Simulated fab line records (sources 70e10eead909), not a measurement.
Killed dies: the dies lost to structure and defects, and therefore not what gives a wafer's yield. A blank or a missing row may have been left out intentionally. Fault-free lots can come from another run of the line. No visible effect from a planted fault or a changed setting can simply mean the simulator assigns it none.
fab line records | flow nand-harc
record lots=13 wafers=37 last-day=25
route steps=1159 shown A_ONON_D1@443 A_CHANNEL_HOLE_D1@451 END@1159
lots that met no fault: from a run of the same line without faults
start-h: hours from the record's first day to the start of the lot's first wafer shown | wait-h: hours since the lot's step before | " unchanged from the row above | L1.1+2: several wafers, shown together as one row | - no value present, or no start provided | * or withheld: withheld | < > ~ a bound
route shown NAME@n: names a module that has steps shown in the file, with the first one's number in the route | usual: mean and standard deviation over wafers with no fault | same: alike in all rows | chamber/n: place in a boat | sites: per-site readings | _std_site: the values' standard deviation | _edge_site: inner sites' mean taken away from outer sites' mean | radius-mm: how far each site lies from the wafer's centre | mask NAME#n: copy n | behind: the last tool/chamber to shape the wafer | hold: reason for holding the lot/hours on hold/outcome of the hold | device: whichever transistor did not switch (one of n, p or np) | end of line: the same wafers' tests at the end of the route | a step given without rows: its recipe and nothing more | killed: the dies lost at the first sort to structure and to defects; this is not the yield of the wafer | map: a wafer's dies, x killed, . not, _ none there
set.NAME: the run value of the setting; set.NAME@STEP: its run value at that earlier step | model.NAME: the simulator's own value behind a step, which no gauge read
one table for each step of the route and one row for each wafer, over a sample of lots
services: the hour from which a tool's chamber was out of use, counted from the record's first day as start-h (under 0 if before that day), plus the number of hours and why
## steps
# step NHARC_A_ONON_D1_THK_MEAS_27
# recipe thk-meas-gauge=ellipsometry
# usual thk-nm=1002/11
# columns lot.wafer tool chamber start-h wait-h thk-nm
L165.1 film-metro-01 - 179.36 - 998
L165.2 " - " " 1002
L165.3 " - " " 1000
L167.1 film-metro-02 - 179.39 - 1016
L167.3 " - " " 1016
L167.6 " - " " 1015
L166.1 film-metro-01 - 186.57 - 998
L166.4 " - " " 997
L166.6 " - " " 996
L169.1 film-metro-01 - 190.36 - 993
L169.2 " - " " 993
L169.6 " - " " 993
L168.1 film-metro-02 - 190.43 - 994
L168.3 " - " " 994
L168.6 " - " " 994
L171.2 film-metro-02 - 213.43 - 1009
L171.3 " - " " 1008
L171.4 " - " " 1009
L179.1 film-metro-01 - 246.50 - 1009
L179.6 " - " " 1010
L177.4 film-metro-01 - 246.86 - 1014
L177.6 " - " " 1013
L180.2 film-metro-01 - 272.71 - 982
L180.5 " - " " 980
L180.6 " - " " 982
L182.2 film-metro-01 - 280.34 - 1000
L182.5 " - " " 1002
L182.6 " - " " 1001
L183.2 film-metro-01 - 280.36 - 1012
L183.3 " - " " 1011
L183.6 " - " " 1013
L185.1 film-metro-02 - 294.67 - 993
L185.2 " - " " 995
L185.4 " - " " 995
L187.1 film-metro-02 - 306.61 - 994
L187.2 " - " " 994
L187.5 " - " " 996
# step NHARC_A_ONON_D1_DEP_28
# recipe target-thk-a=10000 n2-flow-sccm=2750 n2o-flow-sccm=2000 nh3-flow-sccm=500 sih4-flow-sccm=210 temp-c=400
# columns lot.wafer tool chamber start-h wait-h
L165.1+2+3 pecvd-onon-01 0 179.55 0.2
L167.1+3+6 pecvd-onon-03 0 179.56 0.2
L166.1+4+6 pecvd-onon-01 0 186.65 0.1
L169.1+2+6 pecvd-onon-01 0 190.42 0.1
L168.1+3+6 pecvd-onon-03 0 190.48 0.1
L171.2+3+4 pecvd-onon-03 0 213.54 0.1
L179.1+6 pecvd-onon-01 0 246.71 0.2
L177.4+6 pecvd-onon-01 0 247.23 0.4
L180.2+5+6 pecvd-onon-03 0 272.82 0.1
L182.2+5+6 pecvd-onon-04 0 280.45 0.1
L183.2+3+6 pecvd-onon-03 0 280.47 0.1
L185.1+2+4 pecvd-onon-03 0 294.84 0.2
L187.1+2+5 pecvd-onon-04 0 306.67 0.1
# step NHARC_A_ONON_D1_THK_MEAS_30
# recipe thk-meas-gauge=ellipsometry
# usual thk-nm=1000/9.3
# columns lot.wafer tool chamber start-h wait-h thk-nm
L165.1 film-metro-01 - 180.06 - 989
L165.2 " - " " 987
L165.3 " - " " 990
L167.1 film-metro-01 - 180.07 - 1011
L167.3 " - " " 1009
L167.6 " - " " 1010
L166.1 film-metro-01 - 187.16 - 1010
L166.4 " - " " 1009
L166.6 " - " " 1011
L169.1 film-metro-02 - 190.93 - 992
L169.2 " - " " 992
L169.6 " - " " 992
L168.1 film-metro-01 - 191.00 - 1007
L168.3 " - " " 1007
L168.6 " - " " 1009
L171.2 film-metro-01 - 213.99 - 1001
L171.3 " - " " 999
L171.4 " - " " 1002
L179.1 film-metro-01 - 247.21 - 1014
L179.6 " - " " 1629
L177.4 film-metro-02 - 247.57 - 1615
L177.6 " - " " 1616
L180.2 film-metro-01 - 273.27 - 997
L180.5 " - " " 998
L180.6 " - " " 998
L182.2 film-metro-01 - 280.90 - 989
L182.5 " - " " 990
L182.6 " - " " 989
L183.2 film-metro-02 - 280.92 - 992
L183.3 " - " " 990
L183.6 " - " " 991
L185.1 film-metro-02 - 295.35 - 992
L185.2 " - " " 995
L185.4 " - " " 996
L187.1 film-metro-02 - 307.18 - 999
L187.2 " - " " 1000
L187.5 " - " " 999
# step NHARC_A_CHANNEL_HOLE_D1_DEP_01
# recipe target-thk-a=1400 target-thk-nm=140 temp-c=400 pressure-torr=3.5 flow-sccm=200 rf-w=350 material=SiON
# usual heater-power-outer-w=485/57 heater-power-w=816/76
# columns lot.wafer tool chamber start-h wait-h heater-power-outer-w heater-power-w
L165.1 pecvd-02 0 184.71 1.6 567 962
L165.3 " 1 " " 474 799
L165.2 " 2 " " 453 764
L167.1 pecvd-03 2 184.92 1.6 532 838
L167.3 " 0 " " 437 805
L167.6 " 2 " " 537 840
L166.1 pecvd-03 1 191.42 1.7 441 794
L166.6 " 0 " " 432 783
L166.4 " 1 " " 458 817
L169.2 pecvd-02 0 193.70 1.3 595 967
L169.1 " 1 " " 454 764
L169.6 " 1 " " 460 785
L168.3 pecvd-01 0 195.16 1.0 440 740
L168.1 " 1 " " 425 800
L168.6 " 0 " " 453 751
L171.3 pecvd-01 0 216.55 1.0 429 733
L171.2 " 1 " " 538 936
L171.4 " 2 " " 486 799
L179.1 pecvd-03 0 250.92 1.7 429 794
L180.2 pecvd-01 0 275.98 1.3 389 700
L180.5 " 2 " " 477 759
L180.6 " 1 " " 527 911
L183.3 pecvd-02 0 283.67 1.0 631 1014
L183.2 " 1 " " 452 750
L183.6 " 0 " " 667 1019
L182.2 pecvd-01 0 283.87 1.4 483 809
L182.6 " 1 " " 525 911
L182.5 " 0 " " 464 796
L185.1 pecvd-01 1 298.35 1.6 416 782
L185.2 " 2 " " 439 732
L185.4 " 2 " " 452 739
L187.1 pecvd-02 1 311.36 1.6 507 817
L187.2 " 0 " " 531 864
L187.5 " 1 " " 510 818
# step NHARC_A_CHANNEL_HOLE_D1_ETCH_38
# recipe target-depth-a=390 over-etch-frac=0.3 time-s=65 ion-energy-ev=80 cf4-flow-sccm=150 ar-flow-sccm=0 rf-w=300 bias-w=100 chemistry=CF4
# usual cf4-flow-sccm=149.9/0.46 drypump-motor-current-A=5.7/0.53 oes-product-au=0.999/0.0092 rf-vpp-V=151.2/1.3 showerhead-plenum-p-Torr=1.76/0.085 throttle-valve-pct=13.284/0.0091
# columns lot.wafer tool chamber start-h wait-h cf4-flow-sccm drypump-motor-current-A oes-product-au rf-hours-counter-h rf-vpp-V showerhead-plenum-p-Torr throttle-valve-pct
L165.1 rie-diel-09 3 185.58 0.1 150.9 5.3 0.995 7 151.5 1.88 13.292
L165.3 " 0 " " 150.1 5.1 1.010 7 151.0 1.67 13.284
L165.2 " 1 " " 150.5 5.0 0.984 8 152.1 1.78 13.284
L167.3 rie-diel-01 0 185.93 0.1 150.4 5.9 0.979 3 149.7 1.66 13.293
L167.1 " 1 " " 150.5 5.7 1.004 3 149.8 1.68 13.295
L167.6 " 3 " " 149.2 5.1 0.997 - 152.5 1.82 13.289
L166.4 rie-diel-08 0 192.24 0.1 149.9 6.4 1.003 3 153.9 1.85 13.280
L166.1 " 1 " " 149.7 6.6 1.022 3 152.3 1.86 13.282
L166.6 " 2 " " 149.5 5.6 0.994 - 152.7 1.84 13.283
L169.1 rie-diel-09 3 194.70 0.1 149.9 5.3 0.992 9 151.8 1.88 13.275
L169.2 " 0 " " 151.0 5.1 1.007 9 149.6 1.67 13.294
L169.6 " 1 " " 149.8 5.1 0.995 - 151.8 1.78 13.281
L168.3 rie-diel-01 3 196.23 0.1 150.5 5.1 1.006 4 151.3 1.82 13.271
L168.1 " 0 " " 149.8 5.8 0.990 5 148.7 1.65 13.288
L168.6 " 3 " " 150.2 5.1 1.008 - 152.7 1.82 13.282
L171.2 rie-diel-08 1 217.58 0.1 150.2 6.7 1.002 5 151.3 1.86 13.297
L171.3 " 2 " " 150.0 5.6 0.996 - 150.0 1.84 13.291
L171.4 " 1 " " 150.2 6.6 1.016 - 151.8 1.86 13.291
L179.1 rie-diel-09 3 251.89 0.1 149.8 5.3 0.990 14 153.1 1.88 13.285
L180.2 rie-diel-09 0 276.95 0.1 150.0 5.1 1.019 1 149.6 1.67 13.290
L180.6 " 0 " " 150.6 5.1 1.009 - 149.4 1.67 13.262
L180.5 " 1 " " 150.0 5.0 1.000 - 150.2 1.78 13.290
L183.2 rie-diel-08 0 284.69 0.1 151.0 6.4 1.001 8 152.2 1.84 13.287
L183.3 " 1 " " 149.7 6.6 1.002 10 152.6 1.85 13.281
L183.6 " 2 " " 150.1 5.7 0.994 - 152.6 1.84 13.287
L182.2 rie-diel-09 2 284.81 0.1 150.3 5.3 1.009 2 150.8 1.67 13.274
L182.5 " 2 " " 150.0 5.3 1.003 - 150.3 1.67 13.282
L182.6 " 3 " " 150.1 5.3 0.996 - 152.1 1.88 13.288
L185.2 rie-diel-08 1 299.43 0.1 149.4 6.6 1.004 10 153.2 1.85 13.293
L185.4 " 3 " " 149.7 5.7 1.002 10 149.0 1.68 13.275
L185.1 " 0 " " 150.6 6.4 1.011 9 151.8 1.84 13.271
L187.2 rie-diel-09 3 312.36 0.1 150.2 5.3 0.999 3 154.3 1.88 13.278
L187.1 " 0 " " 150.4 5.1 1.004 3 149.5 1.67 13.296
L187.5 " 3 " " 149.3 5.3 0.998 - 151.8 1.88 13.280
# step NHARC_END_SORT_01
# recipe temp-c=25
# usual killed-at-array=25/9.2 killed-at-other=0.9/1.3 killed-at-periphery=3.3/2.3 killed-dies=29/9.6 killed-open=3.2/1.8 killed-short=2/1.4
# same gross-dies=677
# columns lot.wafer tool chamber start-h wait-h killed-at-array killed-at-other killed-at-periphery killed-dies killed-open killed-short
L177.4 prober-01 0 514.67 3.4 674 0 3 677 6 2
L177.6 prober-01 0 516.29 4.1 676 0 1 677 3 0
L179.1 prober-01 0 529.50 2.5 14 6 3 23 3 4
L179.6 prober-01 0 533.52 4.0 669 4 4 677 4 2
# killed by level:class
L177.4 A_ONON_D1:area-dep=654 A_CONTACT:chamber-film-flake=9 A_STAIRCASE:chamber-film-flake=3 P_CONTACT:geometric-particle:open=2 A_CONTACT:geometric-particle:open=2 P_M0:geometric-particle:open=1 A_SGD_CUT:geometric-particle:short=1 A_BLC:geometric-particle:short=1
L177.6 A_ONON_D1:area-dep=656 A_CONTACT:chamber-film-flake=7 A_SGD_CUT:chamber-film-flake=4 A_CHANNEL_HOLE_D1:chamber-film-flake=3 A_STAIRCASE:chamber-film-flake=3 P_CONTACT:geometric-particle:open=1 A_ONON_D1:geometric-particle:open=1 A_CHANNEL_FILL_D1:geometric-particle:open=1
L179.1 THIN_TSV:chamber-film-flake=6 A_CHANNEL_HOLE_D1:chamber-film-flake=3 A_STAIRCASE:chamber-film-flake=3 A_CONTACT:chamber-film-flake=2 P_GATE:geometric-particle:open=1 P_M0:geometric-particle:open=1 A_CHANNEL_FILL_D1:geometric-particle:short=1 A_CHANNEL_FILL_D1:geometric-particle:open=1
L179.6 A_ONON_D1:area-dep=656 THIN_TSV:chamber-film-flake=4 A_WL_FILL:geometric-particle:open=2 A_CHANNEL_HOLE_D1:chamber-film-flake=2 A_CHANNEL_FILL_D1:chamber-film-flake=2 A_STAIRCASE:chamber-film-flake=2 P_GATE:geometric-particle:short=1 P_GATE:geometric-particle:open=1
## services
# columns tool chamber start-h hours kind
rie-diel-09 0 159.61 - clean
rie-diel-09 1 159.61 - clean
rie-diel-09 2 159.61 - clean
rie-diel-09 3 159.61 - clean
pecvd-01 - 162.00 1.1 repair
rie-diel-01 1 171.68 6.1 repair
rie-diel-09 0 184.11 - clean
rie-diel-09 3 190.42 2.4 repair
rie-diel-08 0 193.41 4.6 repair
pecvd-onon-01 - 195.00 13.0 pm
rie-diel-01 2 198.52 5.2 repair
rie-diel-08 0 199.38 19.4 repair
pecvd-01 2 206.82 3.9 repair
rie-diel-08 3 216.15 1.7 repair
pecvd-03 - 230.20 2.3 repair
pecvd-01 - 237.00 13.0 pm
pecvd-onon-04 - 237.00 13.0 pm
rie-diel-09 2 241.72 6.3 repair
pecvd-03 2 253.54 20.1 repair
rie-diel-09 - 254.11 9.0 pm
pecvd-01 0 288.31 11.8 repair
rie-diel-08 0 291.70 6.6 repair
pecvd-03 - 292.20 13.0 pm
rie-diel-08 - 301.80 9.0 pm
## key
first-sign step=NHARC_A_ONON_D1_THK_MEAS_30 reading=thk-nm direction=up sigmas=66 usual=1000 struck=1620
effect step=NHARC_END_SORT_01 reading=killed-at-array direction=up sigmas=70 usual=25 struck=673
more-kills-born-at NHARC_A_ONON_D1_DEP_28@pecvd-onon-01=1966
met-at NHARC_A_ONON_D1_DEP_28
struck-lots L177,L179
struck-wafers L177.4,L177.6,L179.6
later-rows-left-out L177.4,L177.6,L179.6
tester-left-out L177,L179
not-acting-at NHARC_A_ONON_D1_THK_MEAS_27,NHARC_A_CHANNEL_HOLE_D1_DEP_01,NHARC_A_CHANNEL_HOLE_D1_ETCH_38
onset-between 190.42 246.71
fault kind=process-parameter-drift tool=pecvd-onon-01 chamber=- onset-h=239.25 steps=NHARC_A_ONON_D1_DEP_28 channel=target-thk-a offset=* shape=step end-h=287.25 scope=struck-wafers-only acts-in=* stated=*
# tester-left-out: of these lots the tester's yield and bins aren't shown, on N5 and GAA mostly nor the transistor test; their killed dies are dies lost to structure and defects alone, not to doping, threshold or leakage, so they don't give the yield
# later-rows-left-out: the simulator's readings of these wafers behind a module that went badly wrong aren't trusted and aren't shown, but for the sort
